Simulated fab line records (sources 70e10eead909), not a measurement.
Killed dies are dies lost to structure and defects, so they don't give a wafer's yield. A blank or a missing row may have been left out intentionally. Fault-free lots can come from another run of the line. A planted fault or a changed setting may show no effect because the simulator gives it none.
Matching of chambers | flow nand harc | cmp-01 running NHARC_A_SGD_CUT_CMP_21: 4 sister chambers
The step polishes, target thk 148.19 nm. 8 wafers are shown with their chamber, then 7 later ones without.

== WAFERS, EACH WITH ITS CHAMBER ==
wafer  | chamber | motor current A (A) | time to endpoint s (s)
L077.4 | 1       | 11.5                | 50
L080.1 | 1       | 11.8                | 52
L080.4 | 2       | 11.0                | 51
L086.1 | 0       | 10.6                | 54
L086.2 | 3       | 12.4                | 47
L086.4 | 2       | 11.6                | 46
L089.4 | 3       | 12.8                | 50
L089.5 | 0       | 10.9                | 56

== WAFERS MISSING THEIR CHAMBER ==
wafer  | motor current A (A) | time to endpoint s (s)
L089.6 | 12.6                | 50
L091.1 | 10.6                | 56
L091.3 | 12.5                | 49
L091.6 | 11.2                | 50
L094.3 | 11.9                | 52
L094.4 | 12.2                | 49
L094.6 | 12.0                | 50

== EACH ONE'S CHAMBER ==
wafer  | from the rows above          | in truth
L089.6 | 3                            | 3
L091.1 | 0                            | 0
L091.3 | 3                            | 3
L091.6 | can't be placed: 2 or 1 or 0 | 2
L094.3 | can't be placed: 1 or 2 or 3 | 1
L094.4 | can't be placed: 3 or 1 or 2 | 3
L094.6 | can't be placed: 1 or 3 or 2 | 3
Correct placement for 3 of the 7. Not placeable from these rows: 4 (in 4, the candidates include the true chamber). Number placed wrongly: 0.
How it was worked out, from the rows above alone: a wafer's distance from a chamber is the root of the sum, over the readings, of the square of ((its reading less the chamber's mean) divided by the reading's scatter). The wafer belongs to the nearest chamber; if the next one is less than 2 further off, it can't be placed. For every chamber, the mean is computed from those of its wafers that are shown. How the scatter is found: for the shown wafers, subtract from each reading the mean of its chamber, square and add these, divide the total by (wafers less chambers), then take the root.
